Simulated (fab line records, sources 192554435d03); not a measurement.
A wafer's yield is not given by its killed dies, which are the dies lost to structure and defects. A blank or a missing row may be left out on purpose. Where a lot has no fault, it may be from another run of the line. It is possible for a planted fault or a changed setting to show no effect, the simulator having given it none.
fab line records    flow n5_finfet
record: lots: 9  wafers: 27  last_day: 19
route steps=1938 shown BEOL_M4@1045
lots untouched by any fault: they come from a run of this same line in which no faults occurred
start_h: the number of hours between the record's first day and the start of the first shown wafer of the lot    wait_h: time in hours since the lot's previous step    " unchanged from the row above    L1.1+2: one row covering several wafers at once    - no value, or no start was given    * or withheld: withheld    < > ~ a bound
route shown NAME@n: a module of which the file shows steps, and the number in the route of the first    usual: mean and standard deviation over wafers with no fault    same: alike in all rows    chamber/n: place in a boat    sites: per-site readings    _std_site: the values' standard deviation    _edge_site: mean of outer sites minus mean of inner sites    radius_mm: for every site, how far away it sits from the centre of the wafer    mask NAME#n: copy n    behind: the last tool/chamber to shape the wafer    hold: reason for holding the lot/hours on hold/outcome of the hold    device: the n, p or np transistor that did not switch    end of line: the tests these same wafers got at the end of their route    where a step has no rows: the recipe by itself    killed: count of dies lost to structure and defects at first sort (not the wafer's yield)    map: a wafer's dies, x killed, . not, _ none there
set.NAME: the run value of the setting; set.NAME@STEP: its run value at that earlier step    model.NAME: the simulator's own value behind a step, which no gauge read
one table for each step of the route and one row for each wafer, over a sample of lots
services: when a tool's chamber went out of use (start_h, in hours from the record's first day, below 0 if earlier), for how many hours, and the reason
== steps ==
step: N5_BEOL_M4_STRIP_19
recipe: chemistry: O2  power_w: 400  temp_c: 40  pressure_mtorr: 30  rf_frequency_hz: 6e+07  bias_power_w: 0  overash_fraction: 0.2  o2_flow_sccm: 225
usual: drypump_motor_current_A: 5.5/0.34  oes_product_au: 0.77/0.089  rf_vpp_V: 3.7/0.49  showerhead_plenum_p_Torr: 2.09/0.068  throttle_valve_pct: 16.80/0.26
lot.wafer  tool         chamber  start_h  wait_h  drypump_motor_current_A  oes_product_au  rf_hours_counter_h  rf_vpp_V  showerhead_plenum_p_Torr  throttle_valve_pct
L545.2     rie_diel-06  1        168.79   0.2     5.2                      0.99            4                   3.6       2.04                      16.36
L545.4     "            3        "        "       5.9                      0.75            162                 3.7       2.00                      16.72
L545.6     "            1        "        "       5.2                      0.99            -                   3.9       2.04                      16.36
L548.2     rie_diel-02  1        178.42   0.1     5.2                      0.77            144                 3.4       2.11                      16.72
L548.4     "            3        "        "       5.1                      0.73            -                   3.4       2.19                      17.18
L548.6     "            1        "        "       5.2                      0.77            -                   3.5       2.11                      16.75
L552.1     rie_diel-01  1        216.75   0.1     5.8                      0.88            40                  4.1       2.12                      16.52
L552.4     "            3        "        "       5.7                      0.73            198                 4.2       2.07                      16.88
L552.5     "            1        "        "       5.8                      0.89            -                   3.4       2.12                      16.54
L551.1     rie_diel-02  3        217.39   0.1     5.1                      0.73            195                 3.4       2.19                      17.19
L551.2     "            0        "        "       6.1                      0.76            169                 3.4       2.00                      16.61
L551.6     "            3        "        "       5.1                      0.73            -                   3.4       2.19                      17.19
L553.2     rie_diel-06  1        221.15   0.1     5.2                      0.96            11                  4.0       2.04                      16.37
L553.4     "            3        "        "       5.9                      0.73            -                   4.6       1.99                      16.76
L553.6     "            1        "        "       5.2                      0.96            -                   3.7       2.04                      16.37
L562.3     rie_diel-01  2        281.30   0.1     5.7                      0.77            133                 3.6       2.11                      16.88
L562.5     "            1        "        "       5.7                      0.87            -                   4.4       2.11                      16.56
L562.6     "            2        "        "       5.7                      0.76            -                   3.9       2.11                      16.88
L564.3     rie_diel-06  0        293.78   0.1     5.2                      0.67            248                 4.4       2.17                      17.22
L564.5     "            3        "        "       5.9                      0.72            -                   5.2       1.99                      16.82
L564.6     "            0        "        "       5.2                      0.68            -                   3.7       2.17                      17.23
L566.1     rie_diel-06  3        300.37   0.3     5.9                      0.71            214                 4.4       1.99                      16.83
L566.2     "            0        "        "       5.2                      0.68            251                 3.8       2.17                      17.22
L566.5     "            3        "        "       5.9                      0.72            -                   4.3       1.99                      16.83
L567.3     rie_diel-06  2        335.37   0.1     5.1                      0.66            -                   4.3       2.13                      16.82
L567.4     "            1        "        "       5.2                      0.87            -                   3.5       2.03                      16.46
L567.5     "            2        "        "       5.1                      0.66            -                   3.9       2.13                      16.84
step: N5_BEOL_M4_CD_MEAS_18
recipe: pitch_nm: 36  target_cd_nm: 18
usual: cd_nm: 17.9/0.41
lot.wafer  tool       chamber  start_h  wait_h  cd_nm
L545.2     cd_sem-03  -        168.86   0.1     18.3
L545.4     "          -        "        "       17.7
L545.6     "          -        "        "       17.4
L548.2     cd_sem-01  -        178.49   0.1     18.6
L548.4     "          -        "        "       17.7
L548.6     "          -        "        "       18.6
L552.1     cd_sem-03  -        216.82   0.0     18.1
L552.4     "          -        "        "       18.0
L552.5     "          -        "        "       17.9
L551.1     cd_sem-01  -        217.46   0.0     17.3
L551.2     "          -        "        "       17.4
L551.6     "          -        "        "       17.9
L553.2     cd_sem-01  -        221.23   0.1     18.1
L553.4     "          -        "        "       17.7
L553.6     "          -        "        "       17.8
L562.3     cd_sem-03  -        281.37   0.1     17.6
L562.5     "          -        "        "       17.8
L562.6     "          -        "        "       17.1
L564.3     cd_sem-03  -        293.85   0.1     17.7
L564.5     "          -        "        "       18.0
L564.6     "          -        "        "       18.1
L566.1     cd_sem-02  -        300.44   0.0     18.4
L566.2     "          -        "        "       18.1
L566.5     "          -        "        "       17.1
L567.3     cd_sem-01  -        335.44   0.1     18.1
L567.4     "          -        "        "       18.5
L567.5     "          -        "        "       18.8
step: N5_BEOL_M4_DESCUM_33
recipe: chemistry: O2  time_s: 7  source_power_w: 50  bias_power_w: 20  pressure_mtorr: 20  rf_frequency_hz: 2.712e+07  temp_c: 40  resist: CAR-EUV  o2_flow_sccm: 225
usual: drypump_motor_current_A: 5.5/0.33  oes_product_au: 0.76/0.078  rf_vpp_V: 243.0/1.3  showerhead_plenum_p_Torr: 2.08/0.067  throttle_valve_pct: 20.60/0.27
lot.wafer  tool         chamber  start_h  wait_h  drypump_motor_current_A  oes_product_au  rf_hours_counter_h  rf_vpp_V  showerhead_plenum_p_Torr  throttle_valve_pct
L545.2     rie_diel-06  3        169.43   0.0     5.9                      0.76            163                 241.6     2.00                      20.48
L545.4     "            1        "        "       5.2                      0.99            4                   242.9     2.04                      20.15
L545.6     "            3        "        "       5.9                      0.76            -                   241.7     2.00                      20.47
L548.2     rie_diel-06  3        178.93   0.0     5.9                      0.75            166                 241.8     2.00                      20.47
L548.4     "            3        "        "       5.9                      0.76            -                   241.2     2.00                      20.48
L548.6     "            2        "        "       5.1                      0.70            -                   245.5     2.15                      20.40
L552.1     rie_diel-01  3        217.84   0.5     5.7                      0.74            199                 241.8     2.07                      20.60
L552.4     "            0        "        "       5.7                      0.83            84                  243.4     2.11                      20.51
L552.5     "            3        "        "       5.7                      0.74            -                   242.7     2.07                      20.59
L551.1     rie_diel-01  0        218.20   0.2     5.7                      0.82            84                  243.0     2.11                      20.53
L551.2     "            2        "        "       5.7                      0.79            112                 242.8     2.11                      20.61
L551.6     "            2        "        "       5.7                      0.79            -                   243.2     2.11                      20.62
L553.2     rie_diel-06  3        221.68   0.0     5.9                      0.74            186                 242.2     1.99                      20.51
L553.4     "            3        "        "       5.9                      0.73            -                   242.3     1.99                      20.51
L553.6     "            1        "        "       5.2                      0.95            -                   243.2     2.04                      20.15
L562.3     rie_diel-02  2        282.11   0.2     5.3                      0.68            232                 240.7     1.98                      20.97
L562.5     "            1        "        "       5.2                      0.73            -                   243.3     2.10                      20.59
L562.6     "            2        "        "       5.3                      0.69            -                   241.8     1.98                      20.96
L564.3     rie_diel-02  2        294.88   0.6     5.3                      0.69            236                 243.8     1.98                      20.98
L564.5     "            2        "        "       5.3                      0.69            -                   242.3     1.98                      20.99
L564.6     "            1        "        "       5.2                      0.74            -                   242.5     2.09                      20.60
L566.1     rie_diel-02  3        301.05   0.1     5.1                      0.71            222                 243.8     2.17                      21.03
L566.2     "            1        "        "       5.2                      0.73            184                 241.5     2.09                      20.61
L566.5     "            0        "        "       6.1                      0.74            -                   241.3     1.99                      20.35
L567.3     rie_diel-01  1        335.88   0.0     5.7                      0.82            82                  243.5     2.10                      20.36
L567.4     "            0        "        "       5.7                      0.78            127                 243.4     2.10                      20.58
L567.5     "            0        "        "       5.7                      0.77            -                   243.3     2.10                      20.61
step: N5_BEOL_M4_ETCHBACK_99
recipe: chemistry: CHF3  target: SiO2  target_depth_a: 50  time_s: 10.4  source_w: 215  bias_w: 47  Ar_flow_sccm: 200  CHF3_flow_sccm: 12  ion_energy_ev: 100  pressure_mtorr: 30
usual: drypump_motor_current_A: 5.5/0.37  oes_f_703_au: 0.75/0.065  oes_product_au: 0.75/0.069  rf_vpp_V: 241/5.3  showerhead_plenum_p_Torr: 2.14/0.068  throttle_valve_pct: 17.29/0.21
lot.wafer  tool         chamber  start_h  wait_h  drypump_motor_current_A  oes_f_703_au  oes_product_au  rf_hours_counter_h  rf_vpp_V  showerhead_plenum_p_Torr  throttle_valve_pct
L545.2     rie_diel-02  0        176.41   6.8     6.1                      0.77          0.77            155                 237       2.07                      17.03
L545.4     "            0        "        "       6.2                      0.78          0.77            -                   236       2.07                      17.04
L545.6     "            1        "        "       5.2                      0.76          0.76            -                   236       2.15                      17.06
L548.2     rie_diel-02  1        189.28   9.8     5.2                      0.75          0.75            147                 239       2.15                      17.08
L548.4     "            0        "        "       6.1                      0.77          0.77            159                 235       2.07                      17.05
L548.6     "            0        "        "       6.2                      0.77          0.76            -                   236       2.07                      17.06
L552.1     rie_diel-06  1        219.78   1.8     5.2                      0.96          0.98            10                  246       2.14                      16.99
L552.4     "            1        "        "       5.2                      0.96          0.98            -                   246       2.14                      16.99
L552.5     "            0        "        "       5.2                      0.71          0.70            -                   235       2.21                      17.46
L551.1     rie_diel-02  1        222.64   4.3     5.2                      0.74          0.75            159                 236       2.15                      17.08
L551.2     "            2        "        "       5.3                      0.70          0.97            214                 248       2.04                      17.59
L551.6     "            1        "        "       5.2                      0.74          1.03            -                   237       2.15                      17.11
L553.2     rie_diel-02  1        226.09   4.2     5.2                      0.74          1.03            161                 237       2.15                      17.11
L553.4     "            3        "        "       5.1                      0.72          1.00            198                 246       2.23                      17.54
L553.6     "            1        "        "       5.2                      0.74          1.03            -                   236       2.15                      17.11
L562.3     rie_diel-06  0        283.36   0.9     5.2                      0.69          0.67            245                 237       2.21                      17.52
L562.5     "            0        "        "       5.2                      0.69          0.67            -                   234       2.21                      17.51
L562.6     "            3        "        "       5.9                      0.73          0.72            -                   234       2.06                      17.30
L564.3     rie_diel-02  0        316.27   20.9    6.1                      0.73          0.72            203                 235       2.06                      17.14
L564.5     "            3        "        "       5.1                      0.70          0.70            -                   248       2.22                      17.56
L564.6     "            0        "        "       6.1                      0.74          0.72            -                   236       2.06                      17.13
L566.1     rie_diel-01  1        319.29   17.9    5.7                      0.83          0.83            75                  246       2.18                      17.07
L566.2     "            0        "        "       5.7                      0.77          0.77            120                 243       2.17                      17.25
L566.5     "            3        "        "       5.7                      0.72          0.71            -                   242       2.12                      17.39
L567.3     rie_diel-01  1        343.35   6.9     5.8                      0.82          0.83            85                  246       2.17                      17.09
L567.4     "            3        "        "       5.7                      0.71          0.71            242                 243       2.12                      17.42
L567.5     "            3        "        "       5.7                      0.71          0.70            -                   243       2.12                      17.41
step: N5_BEOL_M4_RC_MEAS_101
usual: DIBL_N: 36.5/1.9  DIBL_P: 36.7/2.1  IOFF_N: 0.17/0.035  IOFF_P: 0.22/0.042  ION_N: 676/10  ION_P: 462/8.1  SS_N: 71.5/0.72  SS_P: 73.4/0.7  VT_N: 249/3.1  VT_P: -250/3.9
lot.wafer  tool       chamber  start_h  wait_h  DIBL_N[mV/V]  DIBL_P[mV/V]  IOFF_N[nA/um]  IOFF_P[nA/um]  ION_N[uA/um]  ION_P[uA/um]  SS_N[mV/dec]  SS_P[mV/dec]  VT_N[mV]  VT_P[mV]
L545.2     prober-02  0        180.98   0.2     38.3          40.1          0.21           0.31           678           466           72.6          74.4          250       -246
L545.4     "          0        "        "       38.4          40.2          0.22           0.31           695           481           71.9          74.1          245       -244
L545.6     "          0        "        "       36.6          36.9          0.18           0.25           681           471           72.8          73.3          249       -246
L548.2     prober-02  0        193.82   0.2     38.4          38.6          0.18           0.23           680           461           72.2          74.0          251       -250
L548.4     "          0        "        "       35.4          36.4          0.14           0.21           681           466           71.0          73.9          251       -249
L548.6     "          0        "        "       36.1          35.7          0.14           0.20           662           459           72.2          73.5          252       -251
L552.1     prober-01  0        224.01   0.0     33.4          35.3          0.13           0.17           680           463           70.1          73.0          252       -253
L552.4     "          0        "        "       35.6          37.7          0.16           0.20           678           461           71.2          73.7          251       -251
L552.5     "          0        "        "       37.1          40.5          0.20           0.24           681           459           71.7          73.8          249       -250
L551.1     prober-02  0        227.58   0.0     38.5          39.7          0.21           0.28           699           476           71.8          74.3          246       -244
L551.2     "          0        "        "       36.0          35.4          0.16           0.20           676           465           70.9          72.7          249       -248
L551.6     "          0        "        "       36.5          36.6          0.16           0.22           683           466           71.2          73.5          249       -249
L553.2     prober-01  0        230.44   0.2     36.7          37.1          0.16           0.21           675           461           72.2          73.9          250       -251
L553.4     "          0        "        "       38.7          39.7          0.20           0.26           681           468           72.9          74.5          247       -246
L553.6     "          0        "        "       34.5          34.2          0.11           0.17           657           457           70.7          72.2          252       -253
L562.3     prober-01  0        288.55   0.3     32.7          31.2          0.11           0.13           666           450           69.8          72.5          256       -258
L562.5     "          0        "        "       39.9          39.2          0.23           0.24           682           460           72.1          74.5          249       -251
L562.6     "          0        "        "       33.9          34.2          0.12           0.17           661           460           70.7          72.8          256       -254
L564.3     prober-01  0        320.83   0.3     34.6          35.7          0.15           0.19           670           457           71.2          73.1          249       -254
L564.5     "          0        "        "       37.0          39.9          0.18           0.25           675           459           71.9          74.6          247       -252
L564.6     "          0        "        "       34.2          35.9          0.14           0.18           670           455           71.0          73.3          249       -256
L566.1     prober-02  0        324.73   0.0     36.1          34.6          0.13           0.18           657           454           71.0          72.7          252       -253
L566.2     "          0        "        "       35.7          35.6          0.14           0.19           662           455           71.3          73.0          252       -253
L566.5     "          0        "        "       38.8          38.9          0.19           0.25           676           463           71.8          73.1          246       -247
L567.3     prober-01  0        348.43   0.3     35.8          36.4          0.18           0.24           683           470           71.4          73.4          247       -247
L567.4     "          0        "        "       37.7          38.7          0.19           0.26           674           460           72.8          73.5          246       -248
L567.5     "          0        "        "       35.5          36.3          0.16           0.23           682           472           71.3          73.2          249       -247
== services ==
tool         chamber  start_h  hours  kind
rie_diel-02  2        173.19   5.9    repair
rie_diel-06  1        176.21   35.1   repair
rie_diel-02  -        182.74   0.5    repair
rie_diel-02  2        192.53   6.0    repair
rie_diel-06  2        229.79   1.7    repair
rie_diel-02  2        312.22   9.2    repair
rie_diel-06  0        324.90   17.4   repair
rie_diel-06  3        332.84   3.2    repair
rie_diel-02  2        339.33   -      clean
rie_diel-02  2        339.33   -      consumable_replace:focus_ring
rie_diel-02  2        339.33   -      consumable_replace:showerhead
rie_diel-02  2        339.33   25.6   scheduled_down
rie_diel-02  2        339.33   25.6   vent_cycle
rie_diel-06  0        342.34   -      clean
rie_diel-06  0        342.34   -      consumable_replace:focus_ring
rie_diel-06  0        342.34   26.0   scheduled_down
rie_diel-06  0        342.34   26.0   vent_cycle
== key ==
first_sign: step: N5_BEOL_M4_ETCHBACK_99  reading: oes_product_au  direction: up  sigmas: 3.8  usual: 0.75  struck: 1.01
effect none on later readings
met_at N5_BEOL_M4_ETCHBACK_99
struck_lots L551,L553
struck_wafers L551.2,L551.6,L553.2,L553.4,L553.6
not_acting_at N5_BEOL_M4_STRIP_19,N5_BEOL_M4_CD_MEAS_18,N5_BEOL_M4_DESCUM_33
onset_between 189.28 222.64
fault: kind: process_parameter_drift  tool: rie_diel-02  chamber: -  onset_h: 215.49  steps: N5_BEOL_M4_ETCHBACK_99  channel: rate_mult  offset: 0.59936  shape: step  end_h: 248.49  scope: struck_wafers_only
